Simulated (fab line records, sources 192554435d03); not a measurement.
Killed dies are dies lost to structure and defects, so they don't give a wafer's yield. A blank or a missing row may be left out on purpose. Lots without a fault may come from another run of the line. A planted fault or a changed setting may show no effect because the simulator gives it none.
Chamber matching | flow n5_finfet | N5_BEOL_M3_DESCUM_16 on rie_diel-04: 4 sister chambers
The step chemistry O2, time 7 s. 8 wafers are shown with their chamber, then 8 later ones without.

WAFERS WITH THEIR CHAMBER
wafer  | chamber | drypump_motor_current_A (A) | throttle_valve_pct (%)
L075.1 | 3       | 6.22                        | 20.68
L077.2 | 1       | 6.01                        | 20.15
L082.1 | 3       | 6.21                        | 20.71
L082.4 | 2       | 5.59                        | 20.08
L088.3 | 2       | 5.60                        | 20.12
L088.4 | 1       | 6.02                        | 20.19
L088.6 | 0       | 5.51                        | 20.47
L090.2 | 0       | 5.51                        | 20.48

WAFERS WITHOUT THEIR CHAMBER
wafer  | drypump_motor_current_A (A) | throttle_valve_pct (%)
L090.5 | 5.62                        | 20.10
L090.6 | 6.20                        | 20.74
L092.1 | 6.21                        | 20.75
L092.2 | 5.61                        | 20.13
L092.5 | 6.02                        | 20.19
L095.1 | 6.21                        | 20.74
L095.2 | 5.63                        | 20.13
L095.3 | 6.03                        | 20.19

WHICH CHAMBER EACH WENT THROUGH
wafer  | from the rows above | in truth
L090.5 | 2                   | 2
L090.6 | 3                   | 3
L092.1 | 3                   | 3
L092.2 | 2                   | 2
L092.5 | 1                   | 1
L095.1 | 3                   | 3
L095.2 | 2                   | 2
L095.3 | 1                   | 1
Placed correctly: 8 of 8. Can't be placed from these rows: 0. Placed wrongly: 0.
How it was worked out, from the rows above alone: a wafer's distance from a chamber is the root of the sum, over the readings, of the square of ((its reading less the chamber's mean) divided by the reading's scatter). The wafer belongs to the nearest chamber; if the next one is less than 2 further off, it can't be placed. A chamber's mean is the mean of its shown wafers. The scatter: the root of (the sum of the squares of (reading less its chamber's mean) over the shown wafers, divided by (wafers less chambers)).
